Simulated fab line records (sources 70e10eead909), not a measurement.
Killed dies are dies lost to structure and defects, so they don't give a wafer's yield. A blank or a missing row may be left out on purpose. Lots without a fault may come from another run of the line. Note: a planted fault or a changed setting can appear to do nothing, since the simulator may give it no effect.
Chamber matching	flow nandHarc	4 sister chambers for NHARC_A_CHANNEL_FILL_D1_STRIP_28 on rieDiel-05
The step strips in O2, time 20 s. 4 wafers are shown with their chamber, then 7 later ones without.

## WAFERS PAIRED WITH THEIR CHAMBERS
wafer	chamber	rfVppV (V)
L078.3	3	57.6
L078.4	2	56.7
L080.2	1	57.6
L080.3	0	57.0

## WAFERS WITH NO CHAMBER GIVEN
wafer	rfVppV (V)
L080.6	59.4
L087.4	57.0
L087.5	59.0
L087.6	58.7
L092.2	58.5
L092.5	58.3
L092.6	59.3

## WHICH CHAMBER EACH ONE RAN IN
wafer	from the rows above	in truth
L080.6	can't be placed: 1 or 3 or 0 or 2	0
L087.4	can't be placed: 0 or 2 or 1 or 3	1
L087.5	can't be placed: 1 or 3 or 0 or 2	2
L087.6	can't be placed: 1 or 3 or 0 or 2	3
L092.2	can't be placed: 1 or 3 or 0 or 2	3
L092.5	can't be placed: 1 or 3 or 0 or 2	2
L092.6	can't be placed: 1 or 3 or 0 or 2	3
Placed correctly: 0 of 7. From these rows, 7 cannot be placed; in 7 the true chamber is one of the candidates. Wrongly placed: 0.
How it was worked out, from the rows above alone: a wafer's distance from a chamber is the root of the sum, over the readings, of the square of ((its reading less the chamber's mean) divided by the reading's scatter). The wafer belongs to the nearest chamber; if the next one is less than 2 further off, it can't be placed. A chamber's mean is the mean of its shown wafers. The scatter (one wafer shown for each chamber): square how far every hidden wafer sits from the nearest shown wafer, average those squares and take the square root.
